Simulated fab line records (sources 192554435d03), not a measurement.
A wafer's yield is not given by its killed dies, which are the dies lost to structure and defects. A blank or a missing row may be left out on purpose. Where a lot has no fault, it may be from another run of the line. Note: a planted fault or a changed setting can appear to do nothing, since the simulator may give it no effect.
Which tool is to blame? | flow n5 finfet | 27 wafers from 9 lots sampled at 4 of the route's 1938 steps

== WHAT THE GAUGES READ, wafer by wafer ==
N5_SD_EPI_N_CD_MEAS_09 targets a cd of 120 nm.
lot  | measured    | on        | cd nm (nm)
L806 | day 4 17:20 | cd sem-02 | 117.5 118.6 119.1
L807 | day 5 01:05 | cd sem-01 | 119.4 118.3 118.9
L808 | day 5 01:08 | cd sem-03 | 120.8 121.2 119.6
L809 | day 5 07:52 | cd sem-02 | 119.9 119.4 121.3
L810 | day 5 16:16 | cd sem-01 | 120.9 122.0 122.3
L811 | day 5 21:01 | cd sem-02 | 119.7 121.6 121.4
L813 | day 6 12:22 | cd sem-01 | 120.4 120.6 120.6
L815 | day 6 22:13 | cd sem-03 | 109.8 110.2 108.5
L818 | day 7 13:14 | cd sem-02 | 110.1 110.0 109.3

== EACH LOT AND THE TOOL THAT RAN IT (in order: tool; ch and the chambers of the sampled wafers; start) ==
lot  | N5_DUMMY_GATE_STRIP_40            | N5_DUMMY_GATE_ETCH_31             | N5_SD_EPI_N_PEB_07
L806 | rie diel-03 ch 0,1,3, day 4 15:17 | rie diel-02 ch 0,2,3, day 4 15:23 | litho track-01 ch 0, day 4 17:16
L807 | rie diel-03 ch 1,2, day 4 22:00   | rie diel-02 ch 1,2,3, day 4 22:06 | litho track-01 ch 0, day 5 01:01
L808 | rie diel-02 ch 0,2,3, day 4 23:22 | rie diel-02 ch 0,1,2, day 4 23:28 | litho track-04 ch 0, day 5 01:04
L809 | rie diel-03 ch 2,3, day 5 05:54   | rie diel-05 ch 0,1,2, day 5 06:02 | litho track-04 ch 0, day 5 07:48
L810 | rie diel-03 ch 1,2,3, day 5 14:21 | rie diel-05 ch 0,1,2, day 5 14:26 | litho track-04 ch 0, day 5 16:11
L811 | rie diel-02 ch 2,3, day 5 18:59   | rie diel-05 ch 0,2,3, day 5 19:05 | litho track-04 ch 0, day 5 20:57
L813 | rie diel-05 ch 2, day 6 10:37     | rie diel-02 ch 0,2,3, day 6 10:46 | litho track-03 ch 0, day 6 12:18
L815 | rie diel-03 ch 1,2,3, day 6 20:23 | rie diel-03 ch 1,2,3, day 6 20:29 | litho track-04 ch 0, day 6 22:09
L818 | rie diel-02 ch 0,2,3, day 7 11:24 | rie diel-03 ch 0,1,3, day 7 11:29 | litho track-04 ch 0, day 7 13:10
- N5_DUMMY_GATE_STRIP_40: strips in CF4.
- N5_DUMMY_GATE_ETCH_31: etches SiO2 in C4F6/O2, target depth 82.5 nm, time 27.5 s.
- N5_SD_EPI_N_PEB_07: peb time 60 s.

== THE ANSWER, worked out from the rows above alone ==
Rule: what is usual is taken from the lots themselves. Put in order of their means at a reading, lots are off if they are a third of the lots or fewer, leave a main group of 4 or more, and stand apart from it by a gap of 3 or more times the standard deviation of the main group's means; of several such gaps the widest counts. The tables above print the reading to a certain number of digits; a main group whose means all agree to those digits is not used. Also off: a lot with no number at a reading for which 4 or more lots have one. All remaining lots with rows at the step are treated as sound.
Off: L815, L818 (N5_SD_EPI_N_CD_MEAS_09, cd nm). Main group: mean 120.2 nm, sd 1.1.
A tool fits if, at a process step before that reading, it ran every lot that is off, and no sound lot after the first of them. Gauges at N5_SD_EPI_N_CD_MEAS_09: tried the same way as those tools. This does not decide it: 2 tools fit, namely rie diel-03 at N5_DUMMY_GATE_ETCH_31 and litho track-04 at N5_SD_EPI_N_PEB_07.

== WHAT THE SIMULATOR HAD PUT IN ==
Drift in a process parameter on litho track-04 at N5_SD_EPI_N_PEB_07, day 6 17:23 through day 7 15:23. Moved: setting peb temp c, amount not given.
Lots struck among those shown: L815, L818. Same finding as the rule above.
